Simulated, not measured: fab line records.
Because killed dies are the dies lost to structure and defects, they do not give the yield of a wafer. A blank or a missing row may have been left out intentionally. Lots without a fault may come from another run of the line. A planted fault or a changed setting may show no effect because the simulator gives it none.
Chamber matching + flow nand_harc + 4 sister chambers for NHARC_P_CONTACT_ALD_22 on ald_metal-02
The step deposits TiN, target thk 3 nm, pulse time 1 s, ald cycles 150. 14 wafers are shown with their chamber, then 7 later ones without.

WAFERS WITH THEIR CHAMBER
| wafer  | chamber | heater_power_w (W) | precursor_pulse_height_rel |
|--------|---------|--------------------|----------------------------|
| L470.2 | 3       | 918                | 1.020                      |
| L470.5 | 3       | 954                | 0.996                      |
| L470.6 | 0       | 942                | 0.977                      |
| L476.3 | 3       | 949                | 1.026                      |
| L476.4 | 1       | 1240               | 1.005                      |
| L476.5 | 3       | 947                | 0.959                      |
| L479.1 | 2       | 1316               | 0.964                      |
| L479.2 | 3       | 987                | 1.003                      |
| L479.6 | 2       | 1366               | 1.021                      |
| L480.2 | 3       | 951                | 1.000                      |
| L480.4 | 3       | 919                | 0.972                      |
| L480.5 | 3       | 944                | 0.978                      |
| L484.1 | 2       | 1178               | 0.970                      |
| L484.4 | 0       | 937                | 1.020                      |

SIGNATURES (averages over the wafers above)
| reading                    | chamber 0 | chamber 1 | chamber 2 | chamber 3 | scatter within a chamber |
|----------------------------|-----------|-----------|-----------|-----------|--------------------------|
| heater_power_w             | 939.50    | 1240.00   | 1286.67   | 946.12    | 47.2                     |
| precursor_pulse_height_rel | 0.99850   | 1.00500   | 0.98500   | 0.99425   | 0.0258                   |
Rule: for a wafer and a chamber, the distance is found by dividing, reading by reading, the gap between the wafer's reading and the chamber's mean by the reading's scatter, squaring, summing and taking the root. The wafer belongs to the nearest chamber; if the next one is less than 2 further off, it can't be placed. How the scatter is found: for the shown wafers, subtract from each reading the mean of its chamber, square and add these, divide the total by (wafers less chambers), then take the root.

WAFERS MISSING THEIR CHAMBER
| wafer  | heater_power_w (W) | precursor_pulse_height_rel |
|--------|--------------------|----------------------------|
| L484.6 | 1191               | 0.996                      |
| L488.1 | 1183               | 0.987                      |
| L488.3 | 953                | 0.985                      |
| L488.6 | 961                | 1.002                      |
| L493.1 | 955                | 0.975                      |
| L493.2 | 1343               | 1.015                      |
| L493.4 | 937                | 1.052                      |

EACH ONE'S CHAMBER
| wafer  | from the rows above     | in truth |
|--------|-------------------------|----------|
| L484.6 | can't be placed: 1 or 2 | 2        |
| L488.1 | can't be placed: 1 or 2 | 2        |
| L488.3 | can't be placed: 3 or 0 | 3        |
| L488.6 | can't be placed: 3 or 0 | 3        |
| L493.1 | can't be placed: 3 or 0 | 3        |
| L493.2 | can't be placed: 2 or 1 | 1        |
| L493.4 | can't be placed: 0 or 3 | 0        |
Correctly placed: 0 of 7. Not placeable from these rows: 7 (in 7, the candidates include the true chamber). 0 placed wrongly.
